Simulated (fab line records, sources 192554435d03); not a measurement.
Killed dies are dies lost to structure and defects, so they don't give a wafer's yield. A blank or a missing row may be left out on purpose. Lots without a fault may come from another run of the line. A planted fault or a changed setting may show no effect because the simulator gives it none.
Which tool did it? | flow n5_finfet | 10 lots, 28 wafers sampled, at 5 steps of a route of 1938

WHAT THE GAUGES READ, wafer by wafer
N5_BEOL_M4_RC_MEAS_101.
lot  | measured     | on        | DIBL_N (mV/V)
L950 | day 9 03:32  | prober-01 | 36.1 35.3 34.3
L960 | day 12 02:34 | prober-01 | 37.4 38.1 38.0
L962 | day 12 23:57 | prober-02 | 36.9 36.4 35.2
L963 | day 13 02:29 | prober-01 | 37.2 37.8 37.4
L964 | day 13 23:42 | prober-02 | 36.7 38.7 35.9
L965 | day 14 05:13 | prober-01 | 36.4 35.2 37.0
L966 | day 14 17:20 | prober-01 | 37.6 36.9
L969 | day 15 02:47 | prober-01 | 35.9 35.7
L972 | day 16 03:17 | prober-02 | 35.3 34.8 34.6
L973 | day 15 20:00 | prober-01 | 33.8 35.6 36.2

WHICH TOOL RAN EACH LOT (tool, then ch and the chambers of the sampled wafers, then the start)
lot  | N5_BEOL_M1_HM_OPEN_17             | N5_BEOL_M1_VIA_ETCH_34             | N5_BEOL_M1_STRIP_97                           | N5_BEOL_M1_DEGAS_44
L950 | rie_metal-01 ch 0, day 6 00:34    | rie_diel-04 ch 1,2,3, day 6 14:15  | rie_diel-04 ch 1,2,3, day 6 15:05 or earlier  | pvd_sputter-02, day 6 15:05
L960 | rie_metal-03 ch 0,1, day 8 17:04  | rie_diel-01 ch 0,1,3, day 9 05:01  | rie_diel-01 ch 0,1,3, day 9 05:59 or earlier  | pvd_sputter-01, day 9 05:59
L962 | rie_metal-01 ch 0,1, day 9 05:01  | rie_diel-01 ch 0,1,2, day 9 17:02  | rie_diel-01 ch 0,1,2, day 9 17:38 or earlier  | pvd_sputter-02, day 9 17:38
L963 | rie_metal-02 ch 0,1, day 9 07:13  | rie_diel-02 ch 0,1,2, day 9 21:35  | rie_diel-02 ch 0,1,2, day 9 22:26 or earlier  | pvd_sputter-03, day 9 22:26
L964 | rie_metal-02 ch 0,1, day 9 15:31  | rie_diel-01 ch 1,2,3, day 10 20:02 | rie_diel-01 ch 1,2,3, day 10 20:32 or earlier | pvd_sputter-01, day 10 20:32
L965 | rie_metal-03 ch 0,1, day 9 20:55  | rie_diel-02 ch 0,2,3, day 10 20:08 | rie_diel-02 ch 0,2,3, day 10 23:26 or earlier | pvd_sputter-01, day 10 23:26
L966 | rie_metal-02 ch 0, day 10 14:46   | rie_diel-01 ch 1,3, day 11 04:14   | rie_diel-01 ch 1,3, day 11 04:49 or earlier   | pvd_sputter-01, day 11 04:49
L969 | rie_metal-03 ch 0,1, day 11 01:56 | rie_diel-01 ch 0,3, day 11 14:16   | rie_diel-01 ch 0,3, day 11 15:04 or earlier   | pvd_sputter-01, day 11 15:04
L972 | rie_metal-02 ch 0,1, day 11 23:16 | rie_diel-04 ch 0,3, day 12 10:02   | rie_diel-04 ch 0,3, day 12 10:53 or earlier   | pvd_sputter-02, day 12 10:53
L973 | rie_metal-02 ch 0,1, day 12 10:30 | rie_diel-04 ch 0,1,3, day 12 15:02 | rie_diel-04 ch 0,1,3, day 12 15:50 or earlier | pvd_sputter-02, day 12 15:50
- N5_BEOL_M1_HM_OPEN_17: chemistry Cl2/BCl3, target TiN, target depth 20 nm, overetch 6 nm.
- N5_BEOL_M1_VIA_ETCH_34: etches the open film in C4F6/O2, target depth 67.8 nm, time 64.4 s.
- N5_BEOL_M1_STRIP_97: strips in N2/H2, time 10 s.
- N5_BEOL_M1_DEGAS_44: time 60 s.

THE ANSWER, worked out from the rows above alone
Rule: what is usual is taken from the lots themselves. Put in order of their means at a reading, lots are off if they are a third of the lots or fewer, leave a main group of 4 or more, and stand apart from it by a gap of 3 or more times the standard deviation of the main group's means; of several such gaps the widest counts. A main group whose means are all the same, to the digits that the tables above print for the reading, isn't used. A lot without any number at a reading at which 4 lots or more have one is off too. The other lots that the step has rows for count as sound.
No lot is off at any reading shown: from this, nothing can be told.

WHAT THE SIMULATOR HAD PUT IN
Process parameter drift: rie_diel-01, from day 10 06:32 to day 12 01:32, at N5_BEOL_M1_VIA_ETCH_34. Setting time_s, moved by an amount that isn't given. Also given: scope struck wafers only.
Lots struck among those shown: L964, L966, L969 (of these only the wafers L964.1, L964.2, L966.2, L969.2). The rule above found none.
